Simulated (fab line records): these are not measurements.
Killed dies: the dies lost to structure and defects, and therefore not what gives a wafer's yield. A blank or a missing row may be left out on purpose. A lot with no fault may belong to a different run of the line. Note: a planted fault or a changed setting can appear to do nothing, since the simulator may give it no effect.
A struck lot beside a sound one -- flow nandHarc -- 43 steps out of a route of 1159
Sound: the wafers L476.4, L476.5, L476.6. Struck: wafers L485.2, L485.5. (L485.6 of the same lot was not struck and is left out.) The cause comes at the end.
For every step that has rows: the tool of each side, followed by ch and its chambers, followed by its first start. Under that, the readings that differ: sound wafers -- struck wafers -- difference of the means -- sigmas: that difference in standard deviations of wafers without a fault.
alike: readings with means less than 2 such deviations apart, plus words and numbers identical on both sides. not compared: withheld readings, readings lacking a value on some wafer, bounds such as >300 that could conceal the same value, and numbers that have no deviation in the record and whose values overlap.
A row with sigmas, a row that says differs or no value, or rows on one side alone: a step with any of these is where the two part. Numbers that don't overlap but have no deviation are shown without sigmas and don't part them. A reading missing from all wafers of one side parts the sides only when that side holds two or more wafers.

first, 4 steps without rows for these wafers: NHARC_A_CONTACT_EBR_65; NHARC_A_CONTACT_EXPOSE_66 (exposes mask A CC 2); NHARC_A_CONTACT_PEB_67 (peb time 65 s); NHARC_A_CONTACT_DEVELOP_68 (develop time 35 s).
NHARC_A_CONTACT_CD_MEAS_69: the cd target is 200 nm.
  sound on cdSem-03 ch 0, day 16 17:01; struck on cdSem-02 ch 0, day 18 11:16
  alike: cdNm
NHARC_A_CONTACT_OVL_MEAS_70:
  struck on overlay-01, day 18 11:22; sound on overlay-02, day 16 17:06
reading,sound,struck,difference,sigmas
overlayXNm (nm),0.4 0.6 0.4,-1.5 -1.1,-1.8,-2
overlayYNm (nm),1.9 1.7 2.0,-1.6 -1.4,-3.4,-3
NHARC_A_CONTACT_INSPECT_71:
  struck on defectInspect-02, day 18 11:24; sound on defectInspect-02, day 16 17:08
  alike: rawDefectCount
then, 4 steps without rows for these wafers: NHARC_A_CONTACT_DESCUM_74 (chemistry O2, time 3 s); NHARC_A_CONTACT_ETCH_75 (etches the open film in CF4, target depth 39 nm, time 65 s); NHARC_A_CONTACT_ETCH_76 (etches the open film in N2/H2, target depth 260 nm, time 475.3 s); NHARC_A_CONTACT_ETCH_77 (etches the open film in CF4/CHF3, target depth 72.6 nm, time 36.3 s).
NHARC_A_CONTACT_ETCH_78: etches the open film in O2/COS, target depth 2800 nm, time 728 s.
  sound on rieDiel-13 ch 0,3; struck on rieDiel-13 ch 2,3
  alike: chamberPressureMTorr, drypumpMotorCurrentA, oesProductAu, rfVppV, showerheadPlenumPTorr, throttleValvePct
  not compared: rfHoursCounterH
NHARC_A_CONTACT_ETCH_124: etches the open film in C4F8/O2/Ar, time 140 s, target depth 700 nm.
  sound on harCapEtch-01 ch 0,1, day 16 18:38; struck on harCapEtch-03 ch 0, day 18 12:35
  alike: chamberPressureMTorr
  not compared: rfHoursCounterH
then, 5 steps without rows for these wafers: NHARC_A_CONTACT_ETCH_125 (etches the open film in C4F8/O2/Ar, time 155 s, target depth 956 nm); NHARC_A_CONTACT_ETCH_126 (etches the open film in C4F8/O2/Ar, time 155 s, target depth 956 nm); NHARC_A_CONTACT_ETCH_127 (etches the open film in C4F8/O2/Ar, time 155 s, target depth 956 nm); NHARC_A_CONTACT_ETCH_128 (etches the open film in C4F8/O2/Ar, time 155 s, target depth 956 nm); NHARC_A_CONTACT_ETCH_129 (etches the open film in C4F8/O2/Ar, time 155 s, target depth 956 nm).
NHARC_A_CONTACT_ETCH_130: etches the open film in C4F8/O2/Ar, time 155 s, target depth 956 nm.
  sound on harCapEtch-01 ch 0,1, day 16 19:30; struck on harCapEtch-03 ch 0, day 18 13:48
  alike: chamberPressureMTorr
  not compared: rfHoursCounterH
then, 1 step without rows for these wafers: NHARC_A_CONTACT_ETCH_131 (etches the open film in C4F8/O2/Ar, time 155 s, target depth 956 nm).
NHARC_A_CONTACT_ETCH_132: etches the open film in C4F8/O2/Ar, time 156 s, target depth 958 nm.
  sound on harCapEtch-01 ch 0,1, day 16 19:47; struck on harCapEtch-03 ch 0, day 18 14:10
  alike: chamberPressureMTorr
  not compared: rfHoursCounterH
then, 1 step without rows for these wafers: NHARC_A_CONTACT_ETCH_133 (etches the open film in C4F8/O2/Ar, time 195 s, target depth 840 nm).
NHARC_A_CONTACT_ETCH_91: etches the open film in CH3F/O2, target depth 40 nm, time 85.7 s.
  sound on rieDiel-13 ch 0,1,3, day 16 20:27; struck on rieDiel-03 ch 3, day 18 15:02
reading,sound,struck,difference,sigmas
rfVppV (V),241.2 244.0 240.7,247.3 247.4,+5.4,+3
showerheadPlenumPTorr (Torr),2.28 2.44 2.27,2.66 2.66,+0.33,+3
  alike: chamberPressureMTorr, drypumpMotorCurrentA, oesProductAu, throttleValvePct
  not compared: rfHoursCounterH
then, 1 step without rows for these wafers: NHARC_A_CONTACT_ETCH_97 (etches the open film in C4F6/O2, target depth 20 nm, time 10 s).
NHARC_A_CONTACT_CD_MEAS_80:
  struck on cdSem-01, day 18 15:15; sound on cdSem-02, day 16 20:40
  alike: cdNm
then, 6 steps without rows for these wafers: NHARC_A_CONTACT_STRIP_103 (strips in N2/H2); NHARC_A_CONTACT_STRIP_104 (strips in CF4/CHF3); NHARC_A_CONTACT_STRIP_105 (strips in O2/COS); NHARC_A_CONTACT_ETCH_106 (etches the open film in CF4/O2, target depth 60 nm, overetch 6 nm, time 33 s); NHARC_A_CONTACT_STRIP_82 (strips in O2); NHARC_A_CONTACT_STRIP_83 (strips in post etch residue remover, time 600 s).
NHARC_A_CONTACT_DEP_84: deposits aC, target thk 2000 nm.
  sound on aclDep-02 ch 0, day 16 22:53; struck on aclDep-02 ch 0, day 18 16:58
  alike: throttleValvePct
then, 10 steps without rows for these wafers: NHARC_A_CONTACT_DEP_85 (deposits SiON, target thk 50 nm); NHARC_A_CONTACT_DEHYDRATE_00 (time 120 s); NHARC_A_CONTACT_HMDS_01 (time 30 s); NHARC_A_CONTACT_COAT_86 (time 75 s); NHARC_A_CONTACT_COAT_87 (time 65 s); NHARC_A_CONTACT_COAT_02 (resist thk 90 nm); NHARC_A_CONTACT_SOFTBAKE_03 (time 55 s); NHARC_A_CONTACT_EBR_04; NHARC_A_CONTACT_EXPOSE_05 (exposes mask A CC); NHARC_A_CONTACT_PEB_06 (peb time 65 s).
-- record jumps: 2 days between struck wafers' starts before vs after; left off in module A_CONTACT, resumes in module END, first step shown is number 1159 of the route --
NHARC_END_SORT_01:
  the record has rows for the struck wafers here (prober-02 ch 0, day 20 22:56) and none for the sound ones

WHERE THEY PART
Earliest at NHARC_A_CONTACT_OVL_MEAS_70; latest, in this record, at NHARC_END_SORT_01.

WHY: whatever the simulator had introduced
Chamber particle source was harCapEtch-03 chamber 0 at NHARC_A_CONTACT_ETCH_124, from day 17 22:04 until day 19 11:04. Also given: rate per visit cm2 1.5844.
